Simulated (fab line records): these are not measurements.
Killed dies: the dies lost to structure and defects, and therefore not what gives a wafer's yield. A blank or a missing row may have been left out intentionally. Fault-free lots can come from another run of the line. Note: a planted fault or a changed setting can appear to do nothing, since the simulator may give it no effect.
fab line records ; flow n5_finfet
record: lots: 12; wafers: 31; last_day: 17
route steps=1938 shown ZERO_LAYER@13 WELL_APT@30
lots untouched by any fault: they come from a run of this same line in which no faults occurred
start_h: the number of hours between the record's first day and the start of the first shown wafer of the lot ; wait_h: time in hours since the lot's previous step ; " unchanged from the row above ; L1.1+2: several wafers, shown together as one row ; - either no value or no given start ; * or withheld: withheld ; < > ~ a bound
route shown NAME@n: NAME is a module with steps in the file, n the number in the route of the first one ; usual: the fault-free wafers' mean and standard deviation ; same: alike in all rows ; chamber/n: place in a boat ; sites: the reading at each site ; _std_site: the standard deviation of these ; _edge_site: outer sites' mean less inner sites' ; radius_mm: how far each site lies from the wafer's centre ; mask NAME#n: copy n ; behind: the tool/chamber that last shaped the wafer ; hold: why the lot was held/for how many hours/how that ended ; device: transistor that didn't switch, given as n, p or np ; end of line: the route-end tests of the same wafers ; a step without rows: its recipe alone ; killed: dies lost to structure and defects at the first sort, not the wafer's yield ; map: dies across one wafer; x = killed, . = not, _ = none there
set.NAME: the run value of the setting; set.NAME@STEP: its run value at that earlier step ; model.NAME: the simulator's own value behind a step, which no gauge read
a sample of lots followed through the steps of the route, with each step as a table and each wafer as a row
services: from which hour (start_h, from the record's first day; less than 0 if before it) a tool's chamber was out of use, for how many hours, and why
== steps ==
step: N5_ZERO_LAYER_CD_MEAS_11
recipe: target_cd_nm: 2000; landing_energy_ev: 500; detector: se_inlens
usual: cd_nm: 2001.3/2.3
lot.wafer;tool;chamber;start_h;wait_h;cd_nm
L233.4;cd_sem-03;0;18.69;-;2001.2
L233.5;cd_sem-03;0;18.69;-;2000.4
L233.6;cd_sem-03;0;18.69;-;1998.9
L235.3;cd_sem-03;0;30.64;-;1999.8
L235.6;cd_sem-03;0;30.64;-;2002.4
L236.2;cd_sem-01;0;36.77;-;2003.8
L236.3;cd_sem-01;0;36.77;-;2001.3
L237.1;cd_sem-02;0;42.77;-;2001.4
L237.2;cd_sem-02;0;42.77;-;2003.5
L239.1;cd_sem-02;0;54.79;-;2003.2
L239.6;cd_sem-02;0;54.79;-;1998.9
L240.1;cd_sem-01;0;60.77;-;1997.8
L240.3;cd_sem-01;0;60.77;-;2001.0
L241.1;cd_sem-03;0;66.64;-;2005.9
L241.4;cd_sem-03;0;66.64;-;2005.5
L241.5;cd_sem-03;0;66.64;-;2004.6
L243.2;cd_sem-02;0;78.68;-;2003.0
L243.4;cd_sem-02;0;78.68;-;2001.8
L243.5;cd_sem-02;0;78.68;-;2002.7
L248.1;cd_sem-03;0;108.64;-;2000.2
L248.3;cd_sem-03;0;108.64;-;2003.0
L248.5;cd_sem-03;0;108.64;-;2000.4
L253.2;cd_sem-03;0;138.67;-;1998.9
L253.5;cd_sem-03;0;138.67;-;2003.0
L253.6;cd_sem-03;0;138.67;-;2000.7
L254.4;cd_sem-02;0;144.67;-;1997.5
L254.5;cd_sem-02;0;144.67;-;1998.9
L254.6;cd_sem-02;0;144.67;-;1996.2
L255.2;cd_sem-03;0;150.65;-;2000.5
L255.4;cd_sem-03;0;150.65;-;1999.3
L255.6;cd_sem-03;0;150.65;-;2001.8
step: N5_WELL_APT_INSPECT_10
recipe: mode: adi; inspect_instrument: macro
usual: raw_defect_count: 2.1/1.4
lot.wafer;tool;chamber;start_h;wait_h;raw_defect_count
L233.4;defect_inspect-01;-;19.78;0.0;1
L233.5;defect_inspect-01;-;19.78;0.0;0
L233.6;defect_inspect-01;-;19.78;0.0;1
L235.3;defect_inspect-01;-;31.61;0.0;1
L235.6;defect_inspect-01;-;31.61;0.0;2
L236.2;defect_inspect-02;-;37.79;0.0;0
L236.3;defect_inspect-02;-;37.79;0.0;3
L237.1;defect_inspect-02;-;43.88;0.0;5
L237.2;defect_inspect-02;-;43.88;0.0;3
L239.1;defect_inspect-01;-;55.76;0.0;2
L239.6;defect_inspect-01;-;55.76;0.0;3
L240.1;defect_inspect-01;-;61.74;0.0;2
L240.3;defect_inspect-01;-;61.74;0.0;1
L241.1;defect_inspect-01;-;67.61;0.0;0
L241.4;defect_inspect-01;-;67.61;0.0;1
L241.5;defect_inspect-01;-;67.61;0.0;0
L243.2;defect_inspect-02;-;79.66;0.0;2
L243.4;defect_inspect-02;-;79.66;0.0;2
L243.5;defect_inspect-02;-;79.66;0.0;4
L248.1;defect_inspect-02;-;109.74;0.0;0
L248.3;defect_inspect-02;-;109.74;0.0;0
L248.5;defect_inspect-02;-;109.74;0.0;2
L253.2;defect_inspect-02;-;140.29;0.0;3
L253.5;defect_inspect-02;-;140.29;0.0;1
L253.6;defect_inspect-02;-;140.29;0.0;3
L254.4;defect_inspect-02;-;145.77;0.0;1
L254.5;defect_inspect-02;-;145.77;0.0;3
L254.6;defect_inspect-02;-;145.77;0.0;6
L255.2;defect_inspect-01;-;151.93;0.0;2
L255.4;defect_inspect-01;-;151.93;0.0;6
L255.6;defect_inspect-01;-;151.93;0.0;2
step: N5_WELL_APT_IMPLANT_32
recipe: species: BF2; energy_kev: 50; dose_cm2: 2e+13; tilt_deg: 0; rotation_deg: 0
usual: dose_ions_cm2: 2.0002e+13/2.1e+10; faraday_current_uA: 254/5.1
lot.wafer;tool;chamber;start_h;wait_h;dose_ions_cm2;faraday_current_uA
L233.4;implanter-02;0;21.30;0.1;1.9995e+13;246
L233.5;implanter-02;0;21.30;0.1;2.0015e+13;257
L233.6;implanter-02;0;21.30;0.1;2.0011e+13;260
L235.3;implanter-01;0;33.27;0.1;2.0001e+13;251
L235.6;implanter-01;0;33.27;0.1;2.0024e+13;252
L236.2;implanter-01;0;39.39;0.1;2.0022e+13;251
L236.3;implanter-01;0;39.39;0.1;2.0026e+13;255
L237.1;implanter-02;0;45.83;0.1;2.001e+13;251
L237.2;implanter-02;0;45.83;0.1;2.0003e+13;263
L239.1;implanter-02;0;57.97;0.1;2.0001e+13;254
L239.6;implanter-02;0;57.97;0.1;2.0006e+13;252
L240.1;implanter-01;0;63.32;0.1;1.9987e+13;254
L240.3;implanter-01;0;63.32;0.1;1.9981e+13;247
L241.1;implanter-02;0;69.40;0.1;2.9562e+13;376
L241.4;implanter-02;0;69.40;0.1;2.953e+13;387
L241.5;implanter-02;0;69.40;0.1;2.9526e+13;370
L243.2;implanter-02;0;81.30;0.1;2.9552e+13;366
L243.4;implanter-02;0;81.30;0.1;2.9522e+13;372
L243.5;implanter-02;0;81.30;0.1;2.9538e+13;378
L248.1;implanter-01;0;111.22;0.1;1.999e+13;251
L248.3;implanter-01;0;111.22;0.1;2e+13;249
L248.5;implanter-01;0;111.22;0.1;2.0001e+13;249
L253.2;implanter-01;0;141.89;0.1;2.0036e+13;258
L253.5;implanter-01;0;141.89;0.1;1.9992e+13;260
L253.6;implanter-01;0;141.89;0.1;2.0041e+13;247
L254.4;implanter-02;0;147.56;0.1;1.9996e+13;253
L254.5;implanter-02;0;147.56;0.1;2e+13;258
L254.6;implanter-02;0;147.56;0.1;1.9977e+13;259
L255.2;implanter-02;0;157.44;4.0;2.0025e+13;255
L255.4;implanter-02;0;157.44;4.0;2.0007e+13;259
L255.6;implanter-02;0;157.44;4.0;2.0025e+13;252
step: N5_WELL_APT_INSPECT_38
recipe: inspect_instrument: darkfield; mode: post_epi
usual: raw_defect_count: 13/6
lot.wafer;tool;chamber;start_h;wait_h;raw_defect_count
L233.4;defect_inspect-02;-;22.77;0.3;19
L233.5;defect_inspect-02;-;22.77;0.3;6
L233.6;defect_inspect-02;-;22.77;0.3;11
L235.3;defect_inspect-02;-;34.77;0.4;11
L235.6;defect_inspect-02;-;34.77;0.4;8
L236.2;defect_inspect-02;-;40.91;0.6;10
L236.3;defect_inspect-02;-;40.91;0.6;10
L237.1;defect_inspect-02;-;47.39;0.7;16
L237.2;defect_inspect-02;-;47.39;0.7;12
L239.1;defect_inspect-02;-;59.79;0.9;13
L239.6;defect_inspect-02;-;59.79;0.9;18
L240.1;defect_inspect-02;-;64.69;0.5;12
L240.3;defect_inspect-02;-;64.69;0.5;8
L241.1;defect_inspect-02;-;71.38;0.9;8
L241.4;defect_inspect-02;-;71.38;0.9;13
L241.5;defect_inspect-02;-;71.38;0.9;11
L243.2;defect_inspect-01;-;82.99;0.4;17
L243.4;defect_inspect-01;-;82.99;0.4;12
L243.5;defect_inspect-01;-;82.99;0.4;13
L248.1;defect_inspect-02;-;112.58;0.5;11
L248.3;defect_inspect-02;-;112.58;0.5;12
L248.5;defect_inspect-02;-;112.58;0.5;8
L253.2;defect_inspect-01;-;143.41;0.6;8
L253.5;defect_inspect-01;-;143.41;0.6;4
L253.6;defect_inspect-01;-;143.41;0.6;9
L254.4;defect_inspect-02;-;149.03;0.2;5
L254.5;defect_inspect-02;-;149.03;0.2;9
L254.6;defect_inspect-02;-;149.03;0.2;6
L255.2;defect_inspect-02;-;158.81;0.5;8
L255.4;defect_inspect-02;-;158.81;0.5;8
L255.6;defect_inspect-02;-;158.81;0.5;11
== services ==
tool;chamber;start_h;hours;kind
implanter-02;-;40.91;4.1;pm
implanter-02;-;52.79;1.5;repair
implanter-02;-;101.25;5.9;repair
== key ==
first_sign: step: N5_WELL_APT_IMPLANT_32; reading: dose_ions_cm2; direction: up; sigmas: 99+; usual: 2.0002e+13; struck: 2.9538e+13
effect: step: N5_WELL_APT_IMPLANT_32; reading: faraday_current_uA; direction: up; sigmas: 24; usual: 254; struck: 375
met_at N5_WELL_APT_IMPLANT_32
struck_lots L241,L243
tester_left_out L241,L243
baseline_loss: step: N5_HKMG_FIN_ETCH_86; wafers: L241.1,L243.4
not_acting_at N5_ZERO_LAYER_CD_MEAS_11,N5_WELL_APT_INSPECT_10,N5_WELL_APT_INSPECT_38
onset_between 57.97 69.40
fault: kind: process_parameter_drift; tool: implanter-02; chamber: -; onset_h: 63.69; steps: N5_WELL_APT_IMPLANT_32; channel: dose_cm2; offset: 9.5361e+12; shape: step; end_h: 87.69; acts_in: these_recipes_only; stated: 2e+13
tester_left_out: of these lots the tester's yield and bins aren't shown, on N5 and GAA mostly nor the transistor test; their killed dies are dies lost to structure and defects alone, not to doping, threshold or leakage, so they don't give the yield
baseline_loss: these wafers lose ten dies or more at that step, a loss of the line's own and not of a fault; the sort's usual values leave them out
